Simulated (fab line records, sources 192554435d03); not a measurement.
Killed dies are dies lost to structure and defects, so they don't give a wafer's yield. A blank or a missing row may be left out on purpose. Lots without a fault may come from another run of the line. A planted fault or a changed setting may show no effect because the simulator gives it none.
fab line records | flow n5_finfet
record lots=7 wafers=21 last_day=17
route steps=1938 shown MIM_BOT_LITHO@1855 MIM_BOT_ETCH@1866
lots that met no fault: from a run of the same line without faults
start_h: hours from the record's first day to the start of the lot's first wafer shown | wait_h: hours since the lot's step before | " the same as in the row above | L1.1+2: a row that stands for several wafers | - no value, or no start given | * or withheld: withheld | < > ~ a bound
route shown NAME@n: a module of which the file shows steps, and the number in the route of the first | usual: mean/standard deviation of fault-free wafers | same: alike in all rows | chamber/n: place in a boat | sites: the reading at each site | _std_site: their standard deviation | _edge_site: outer sites' mean less inner sites' | radius_mm: how far each site lies from the wafer's centre | mask NAME#n: copy n | behind: the tool/chamber that last shaped the wafer | hold: why the lot was held/for how many hours/how that ended | device: the transistor (n, p or np) that didn't switch | end of line: the same wafers' tests at the end of the route | a step without rows: its recipe alone | killed: dies lost to structure and defects at the first sort, not the wafer's yield | map: a wafer's dies, x killed, . not, _ none there
set.NAME: the setting as run; set.NAME@STEP: as run at that earlier step | model.NAME: the simulator's own value behind a step, which no gauge read
lots at some steps of the route; a table a step, a row a wafer
services: from which hour (start_h, from the record's first day; less than 0 if before it) a tool's chamber was out of use, for how many hours, and why
## steps
# step N5_MIM_BOT_LITHO_COAT_02
# recipe spin_rpm=* resist_thk_nm=*
# step N5_MIM_BOT_LITHO_EBR_04
# recipe solvent=PGMEA ebr_width_mm=1.5
# step N5_MIM_BOT_LITHO_SOFTBAKE_03
# recipe temp_c=100 time_s=90
# step N5_MIM_BOT_LITHO_EXPOSE_05
# recipe mask_id=MIM_BOT na=0.55 source_shape=conventional sigma_outer=0.8 polarization=unpolarized dose_mj=24.25
# step N5_MIM_BOT_LITHO_PEB_06
# recipe peb_temp_c=withheld peb_time_s=*
# step N5_MIM_BOT_LITHO_DEVELOP_07
# recipe develop_time_s=60 rinse_liquid=diw dry=air_spin dev_temp_c=21
# step N5_MIM_BOT_LITHO_HARDBAKE_09
# recipe temp_c=130 time_s=120
# step N5_MIM_BOT_LITHO_CD_MEAS_08
# recipe target_cd_nm=3000 landing_energy_ev=500 detector=se_inlens polarity=opening
# usual cd_nm=2999.4/1.6
# columns lot.wafer tool chamber start_h wait_h cd_nm
L479.1 cd_sem-01 0 275.40 - 2999.2
L479.3 " 0 " " 3000.5
L479.4 " 0 " " 2998.5
L478.2 cd_sem-02 0 276.21 - 3001.1
L478.5 " 0 " " 2998.4
L478.6 " 0 " " 2999.0
L486.1 cd_sem-02 0 324.24 - 3001.2
L486.3 " 0 " " 2999.6
L486.6 " 0 " " 2999.9
L488.2 cd_sem-03 0 324.98 - 2999.4
L488.3 " 0 " " 3000.5
L488.4 " 0 " " 2998.4
L485.2 cd_sem-01 0 353.32 - 2996.2
L485.5 " 0 " " 2999.3
L485.6 " 0 " " 2998.4
L496.1 cd_sem-03 0 378.36 - 2997.1
L496.3 " 0 " " 2999.9
L496.6 " 0 " " 2997.3
L501.1 cd_sem-01 0 396.98 - 2998.3
L501.2 " 0 " " 2997.9
L501.4 " 0 " " 3000.2
# step N5_MIM_BOT_LITHO_OVL_MEAS_11
# recipe points_per_wafer=44
# usual MIM_BOT_OVL=3/4.8
# columns lot.wafer tool chamber start_h wait_h MIM_BOT_OVL[nm]
L479.1 overlay-01 0 275.43 0.0 10
L479.3 " 0 " " 4
L479.4 " 0 " " 0
L478.2 overlay-02 0 276.24 0.0 6
L478.5 " 0 " " 2
L478.6 " 0 " " 9
L486.1 overlay-02 0 324.27 0.0 -3
L486.3 " 0 " " -2
L486.6 " 0 " " 5
L488.2 overlay-01 0 325.01 0.0 -3
L488.3 " 0 " " 10
L488.4 " 0 " " 2
L485.2 overlay-02 0 353.35 0.0 2
L485.5 " 0 " " 2
L485.6 " 0 " " 3
L496.1 overlay-01 0 378.39 0.0 13
L496.3 " 0 " " 13
L496.6 " 0 " " 0
L501.1 overlay-02 0 397.01 0.0 -1
L501.2 " 0 " " 6
L501.4 " 0 " " -4
# step N5_MIM_BOT_LITHO_INSPECT_12
# recipe mode=adi inspect_instrument=macro
# usual raw_defect_count=2.1/1.5
# columns lot.wafer tool chamber start_h wait_h raw_defect_count
L479.1 defect_inspect-02 - 275.46 0.0 2
L479.3 " - " " 1
L479.4 " - " " 4
L478.2 defect_inspect-01 - 276.26 0.0 3
L478.5 " - " " 1
L478.6 " - " " 3
L486.1 defect_inspect-02 - 324.30 0.0 1
L486.3 " - " " 1
L486.6 " - " " 4
L488.2 defect_inspect-02 - 325.03 0.0 1
L488.3 " - " " 2
L488.4 " - " " 1
L485.2 defect_inspect-02 - 353.37 0.0 1
L485.5 " - " " 1
L485.6 " - " " 5
L496.1 defect_inspect-01 - 378.42 0.0 0
L496.3 " - " " 0
L496.6 " - " " 4
L501.1 defect_inspect-01 - 397.03 0.0 2
L501.2 " - " " 0
L501.4 " - " " 0
# step N5_MIM_BOT_LITHO_DESCUM_10
# recipe chemistry=O2 time_s=7.9 source_power_w=50 bias_power_w=20 pressure_mtorr=20 rf_frequency_hz=2.712e+07 temp_c=40 o2_flow_sccm=225
# usual drypump_motor_current_A=6.0/0.45 oes_product_au=0.78/0.095 rf_vpp_V=243.0/1.2 showerhead_plenum_p_Torr=2.08/0.06 temp_c=40.03/0.11 throttle_valve_pct=20.52/0.24
# columns lot.wafer tool chamber start_h wait_h drypump_motor_current_A oes_product_au rf_hours_counter_h rf_vpp_V showerhead_plenum_p_Torr temp_c throttle_valve_pct
L479.1 rie_diel-02 0 275.49 0.0 6.1 0.85 54 244.1 2.13 40.06 20.40
L479.3 " 3 " " 5.2 0.68 224 242.6 2.08 39.91 20.39
L479.4 " 1 " " 5.8 0.73 183 241.9 2.08 40.10 20.63
L478.2 rie_diel-01 1 276.30 0.0 6.2 0.81 111 243.9 2.12 40.07 20.76
L478.5 " 2 " " 5.6 0.74 - 241.7 2.01 40.26 20.67
L478.6 " 3 " " 6.6 1.01 - 241.6 2.15 40.00 20.43
L486.1 rie_diel-01 3 324.33 0.0 6.7 0.97 15 244.6 2.14 39.97 20.46
L486.3 " 0 " " 5.9 0.71 221 241.0 1.97 40.05 20.24
L486.6 " 3 " " 6.7 0.97 - 242.8 2.14 40.02 20.46
L488.2 rie_diel-01 3 325.06 0.0 6.7 0.97 15 243.6 2.14 40.01 20.45
L488.3 " 2 " " 5.6 0.72 160 241.4 2.01 40.12 20.67
L488.4 " 0 " " 5.9 0.70 222 242.7 1.97 40.05 20.25
L485.2 rie_diel-01 0 353.40 0.0 5.9 0.69 230 242.4 1.97 40.10 20.27
L485.5 " 1 " " 6.1 0.79 - 243.7 2.12 40.15 20.80
L485.6 " 2 " " 5.6 0.70 - 240.8 2.01 39.84 20.70
L496.1 rie_diel-04 0 378.45 0.0 5.3 0.91 21 242.7 2.04 39.94 19.99
L496.3 " 1 " " 5.6 0.75 165 242.6 2.07 39.99 20.65
L496.6 " 1 " " 5.5 0.75 - 243.1 2.07 39.92 20.64
L501.1 rie_diel-04 2 397.07 0.0 6.0 0.72 181 244.1 2.07 40.22 20.15
L501.2 " 3 " " 5.6 0.85 67 242.9 2.13 40.07 20.67
L501.4 " 1 " " 5.5 0.74 171 244.2 2.07 39.89 20.65
# step N5_MIM_BOT_ETCH_ETCH_04
# recipe chemistry=CF4/O2 target=SiNx target_depth_a=260 time_s=13 ion_energy_ev=100 pressure_mtorr=40 source_w=535 bias_w=49 Ar_flow_sccm=100 cf4_flow_sccm=100 O2_flow_sccm=10
# usual O2_flow_sccm=10.00/0.03 drypump_motor_current_A=6.0/0.45 oes_product_au=0.78/0.096 rf_fwd_power_W=531.8/1.7 rf_vpp_V=240/3.8 showerhead_plenum_p_Torr=2.19/0.062 throttle_valve_pct=16.07/0.2
# columns lot.wafer tool chamber start_h wait_h O2_flow_sccm drypump_motor_current_A oes_product_au rf_fwd_power_W rf_hours_counter_h rf_vpp_V showerhead_plenum_p_Torr throttle_valve_pct
L479.1 rie_diel-02 0 275.56 0.0 9.95 6.2 0.84 533.1 54 238 2.25 15.97
L479.3 " 3 " " 9.96 5.2 0.68 534.3 224 239 2.20 16.04
L479.4 " 1 " " 10.01 5.8 0.75 527.5 183 235 2.19 16.18
L478.2 rie_diel-01 1 276.36 0.0 9.97 6.2 0.80 531.2 111 245 2.23 16.17
L478.5 " 2 " " 9.97 5.6 0.73 533.1 - 240 2.10 16.08
L478.6 " 3 " " 10.03 6.7 1.00 530.6 - 246 2.26 15.92
L486.1 rie_diel-01 3 324.40 0.0 10.04 6.7 0.95 530.7 15 245 2.25 15.93
L486.3 " 0 " " 9.98 5.9 0.69 533.8 221 234 2.09 15.92
L486.6 " 3 " " 10.06 6.7 0.96 532.2 - 245 2.25 15.93
L488.2 rie_diel-01 3 325.13 0.0 9.98 6.7 0.96 532.5 15 244 2.25 15.95
L488.3 " 2 " " 10.05 5.6 0.72 531.5 160 239 2.10 16.10
L488.4 " 0 " " 9.95 5.9 0.69 534.5 222 236 2.09 15.94
L485.2 rie_diel-01 0 353.47 0.0 10.00 5.9 0.67 532.1 230 235 2.08 15.93
L485.5 " 1 " " 9.99 6.1 0.79 536.1 - 246 2.22 16.23
L485.6 " 2 " " 10.01 5.6 0.71 530.2 - 241 2.10 16.11
L496.1 rie_diel-04 0 378.52 0.0 9.97 5.3 0.92 529.9 21 233 2.16 15.62
L496.3 " 1 " " 10.00 5.6 0.74 530.3 165 239 2.19 16.25
L496.6 " 1 " " 10.00 5.5 0.75 529.2 - 239 2.19 16.23
L501.1 rie_diel-04 2 397.13 0.0 10.01 6.0 0.71 531.1 181 239 2.19 15.85
L501.2 " 3 " " 10.01 5.6 0.87 531.3 67 247 2.25 16.18
L501.4 " 1 " " 10.02 5.5 0.75 528.8 171 238 2.19 16.22
# step N5_MIM_BOT_ETCH_ETCH_03
# recipe chemistry=Cl2/BCl3 target_depth_a=120 pressure_mtorr=8 icp_w=800 bias_w=100 Cl2_flow_sccm=20 bcl3_flow_sccm=80
# usual drypump_motor_current_A=5.7/0.55 he_backside_leak_sccm=3.4/0.33 oes_product_au=0.76/0.12 rf_fwd_power_W=794.4/2.3 throttle_valve_pct=27.38/0.28
# columns lot.wafer tool chamber start_h wait_h drypump_motor_current_A he_backside_leak_sccm oes_product_au rf_fwd_power_W rf_hours_counter_h throttle_valve_pct model.etch.depth_nm model.coat_of_MIM_BOT_LITHO_COAT_02.thk_nm model.MIM_BOT_ETCH.cd_offset_nm
L479.1 rie_metal-03 1 275.65 0.1 5.0 3.0 0.80 798.4 28 27.44 12.24 * -0.8
L479.3 " 1 " " 5.0 3.2 0.81 792.9 - 27.45 12.31 * -0.6
L479.4 " 1 " " 4.9 3.3 0.80 800.0 - 27.46 12.25 * -0.6
L478.2 rie_metal-02 0 276.45 0.1 5.2 3.5 0.67 793.6 92 27.19 11.91 * -0.2
L478.5 " 0 " " 5.2 3.6 0.67 794.2 - 27.19 12.03 * 0.2
L478.6 " 1 " " 6.5 3.4 0.68 793.6 - 27.19 12.56 * -0.6
L486.1 rie_metal-02 0 324.49 0.1 5.1 3.7 0.86 1272.8 98 27.20 17.87 * -2.4
L486.3 " 0 " " 5.2 3.7 0.86 1271.8 - 27.21 17.74 * -2.2
L486.6 " 1 " " 6.5 3.3 0.88 1277.3 - 27.19 18.74 * -3.4
L488.2 rie_metal-02 1 325.22 0.1 6.5 3.5 0.88 1275.6 111 27.18 18.64 * -3.4
L488.3 " 1 " " 6.4 3.5 0.87 1272.2 - 27.18 18.53 * -3
L488.4 " 0 " " 5.1 3.7 0.86 1272.9 - 27.21 17.65 * -2
L485.2 rie_metal-02 0 353.56 0.1 5.1 5.6 0.85 1276.3 103 27.23 17.81 * -2.4
L485.5 " 1 " " 6.5 3.3 1.28 1271.0 - 27.31 18.51 * -3.2
L485.6 " 0 " " 5.1 3.6 0.85 1277.4 - 27.21 17.75 * -2.6
L496.1 rie_metal-01 1 378.60 0.1 5.7 3.1 0.70 795.0 65 27.19 11.64 * -0.6
L496.3 " 1 " " 5.7 3.3 0.70 793.6 - 27.20 11.6 * -0.2
L496.6 " 0 " " 5.7 3.3 0.98 793.7 - 28.10 11.84 * -0.2
L501.1 rie_metal-01 0 397.22 0.1 5.7 3.2 0.96 791.5 2 28.11 11.96 * 0.2
L501.2 " 1 " " 5.6 3.0 0.70 795.2 66 27.19 11.77 * -0.2
L501.4 " 1 " " 5.6 2.9 0.70 793.5 - 27.20 11.81 * -0.4
# step N5_MIM_BOT_ETCH_ETCH_00
# recipe chemistry=Cl2/BCl3 target=TiN target_depth_a=455 ion_energy_ev=150 pressure_mtorr=10 icp_w=1000 bias_w=126 Cl2_flow_sccm=53.25 bcl3_flow_sccm=21.75 Ar_flow_sccm=25
# usual drypump_motor_current_A=5.7/0.55 he_backside_leak_sccm=3.4/0.33 oes_product_au=0.76/0.12 rf_fwd_power_W=995/3.1 throttle_valve_pct=21.79/0.27
# columns lot.wafer tool chamber start_h wait_h drypump_motor_current_A he_backside_leak_sccm oes_product_au rf_fwd_power_W rf_hours_counter_h throttle_valve_pct model.coat_of_MIM_BOT_LITHO_COAT_02.thk_nm model.MIM_BOT_ETCH.cd_offset_nm
L479.1 rie_metal-03 1 275.83 0.1 4.9 3.3 0.79 996 28 21.84 * -1
L479.3 " 1 " " 5.0 3.0 0.79 1001 - 21.86 * -0.6
L479.4 " 1 " " 4.9 3.1 0.80 995 - 21.83 * -0.6
L478.2 rie_metal-02 0 276.54 0.1 5.2 3.6 0.67 994 92 21.73 * -0.2
L478.5 " 0 " " 5.2 3.7 0.66 995 - 21.72 * 0.2
L478.6 " 1 " " 6.5 3.5 0.68 993 - 21.61 * -0.6
L486.1 rie_metal-02 0 324.58 0.1 5.2 3.6 0.66 1000 98 21.73 * -2.2
L486.3 " 0 " " 5.1 3.7 0.67 996 - 21.73 * -2.2
L486.6 " 1 " " 6.5 3.6 0.67 997 - 21.62 * -3.4
L488.2 rie_metal-02 1 325.31 0.1 6.5 3.4 0.67 998 111 21.63 * -3.2
L488.3 " 1 " " 6.5 3.6 0.67 996 - 21.64 * -3
L488.4 " 0 " " 5.1 3.7 0.66 990 - 21.72 * -1.8
L485.2 rie_metal-02 0 353.65 0.1 5.1 3.6 0.65 999 103 21.75 * -2.4
L485.5 " 1 " " 6.5 3.1 0.98 996 - 21.58 * -3.6
L485.6 " 0 " " 5.1 3.6 0.65 998 - 21.75 * -2.6
L496.1 rie_metal-01 1 378.69 0.1 5.7 3.2 0.70 997 65 21.56 * -0.6
L496.3 " 1 " " 5.8 3.4 0.70 992 - 21.57 * -0.2
L496.6 " 0 " " 5.7 3.1 0.97 999 - 22.45 * -0.4
L501.1 rie_metal-01 0 397.31 0.1 5.7 3.1 0.94 992 2 22.47 * 0
L501.2 " 1 " " 5.7 3.2 0.69 993 67 21.58 * -0.2
L501.4 " 1 " " 5.7 3.2 0.69 997 - 21.54 * -0.4
# step N5_MIM_BOT_ETCH_STRIP_01
# recipe chemistry=O2 power_w=600 temp_c=60 pressure_mtorr=30 rf_frequency_hz=6e+07 bias_power_w=0 overash_fraction=0.5 o2_flow_sccm=225
# usual drypump_motor_current_A=6.0/0.45 oes_product_au=0.78/0.087 rf_vpp_V=3.5/1.2 showerhead_plenum_p_Torr=2.09/0.059 temp_c=60.01/0.13 throttle_valve_pct=16.77/0.23
# same overash_fraction=0.5
# columns lot.wafer tool chamber start_h wait_h drypump_motor_current_A oes_product_au rf_hours_counter_h rf_vpp_V showerhead_plenum_p_Torr temp_c throttle_valve_pct
L479.1 rie_diel-01 1 276.09 0.2 6.2 0.80 111 6.9 2.12 59.93 16.92
L479.3 " 0 " " 5.9 0.72 209 3.3 1.98 60.07 16.54
L479.4 " 3 " " 6.7 1.01 1 2.5 2.15 59.95 16.58
L478.2 rie_diel-02 1 276.79 0.2 5.8 0.76 183 1.7 2.09 60.01 16.91
L478.5 " 0 " " 6.2 0.85 - 3.5 2.14 59.91 16.64
L478.6 " 1 " " 5.8 0.74 - 3.9 2.09 60.14 16.89
L486.1 rie_diel-01 3 324.72 0.1 6.7 0.96 15 5.7 2.15 59.82 16.64
L486.3 " 0 " " 5.9 0.69 222 4.5 1.97 59.93 16.56
L486.6 " 1 " " 6.2 0.81 - 3.8 2.12 60.05 16.89
L488.2 rie_diel-02 2 325.45 0.1 6.6 0.73 223 2.5 2.17 60.02 17.13
L488.3 " 0 " " 6.2 0.82 76 5.2 2.13 59.95 16.66
L488.4 " 1 " " 5.8 0.73 - 1.1 2.08 59.85 16.94
L485.2 rie_diel-02 0 353.79 0.1 6.2 0.81 90 3.1 2.12 60.12 16.68
L485.5 " 0 " " 6.2 0.79 - 3.1 2.12 60.25 16.68
L485.6 " 2 " " 6.6 0.70 - 2.5 2.16 59.85 17.23
L496.1 rie_diel-01 3 378.84 0.1 6.7 0.89 34 2.0 2.14 60.23 16.62
L496.3 " 0 " " 5.9 0.70 240 3.7 1.97 60.27 16.58
L496.6 " 0 " " 5.9 0.70 - 3.9 1.97 59.91 16.60
L501.1 rie_diel-01 1 397.45 0.1 6.2 0.80 144 3.4 2.11 60.24 17.03
L501.2 " 3 " " 6.6 0.89 40 3.8 2.14 59.96 16.63
L501.4 " 2 " " 5.6 0.70 185 3.6 2.00 59.87 16.94
## services
# columns tool chamber start_h hours kind
rie_diel-01 1 269.22 5.2 repair
rie_diel-01 - 280.26 14.6 pm
rie_diel-01 1 315.35 8.1 repair
rie_metal-03 1 315.84 18.4 repair
rie_diel-02 1 318.16 4.5 repair
rie_diel-02 3 322.29 6.9 repair
rie_metal-02 1 328.68 - clean
rie_metal-02 1 328.68 18.1 scheduled_down
rie_metal-02 1 328.68 18.1 vent_cycle
rie_diel-02 3 343.56 - clean
rie_diel-02 3 343.56 - consumable_replace:focus_ring
rie_diel-02 3 343.56 21.9 scheduled_down
rie_diel-02 3 343.56 21.9 vent_cycle
rie_metal-02 - 366.12 0.7 repair
rie_diel-02 1 372.11 5.3 repair
rie_diel-01 2 372.55 2.4 repair
rie_diel-02 - 382.23 3.2 repair
rie_metal-02 0 392.72 - clean
rie_metal-02 0 392.72 13.4 scheduled_down
rie_metal-02 0 392.72 13.4 vent_cycle
rie_diel-02 2 393.73 - clean
rie_diel-02 2 393.73 - consumable_replace:focus_ring
rie_diel-02 2 393.73 18.3 scheduled_down
rie_diel-02 2 393.73 18.3 vent_cycle
## key
first_sign step=N5_MIM_BOT_ETCH_ETCH_03 reading=rf_fwd_power_W direction=up sigmas=99+ usual=* struck=*
effect step=N5_MIM_BOT_ETCH_ETCH_03 reading=oes_product_au direction=up sigmas=1.2 usual=0.76 struck=0.91 wafers_moved=1
model_effect step=N5_MIM_BOT_ETCH_ETCH_03 value=etch.depth_nm without=12.03 struck=18.14
model_effect step=N5_MIM_BOT_ETCH_ETCH_00 value=coat_of_MIM_BOT_LITHO_COAT_02.thk_nm without=* struck=*
met_at N5_MIM_BOT_ETCH_ETCH_03
struck_wafers L485.2,L485.5,L485.6,L486.1,L486.3,L486.6,L488.2,L488.3,L488.4
onset_between 276.45 324.49
fault kind=process_parameter_drift tool=rie_metal-02 chamber=- onset_h=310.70 steps=N5_MIM_BOT_ETCH_ETCH_03 channel=icp_w offset=480 shape=step end_h=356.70 acts_in=these_recipes_only stated=800
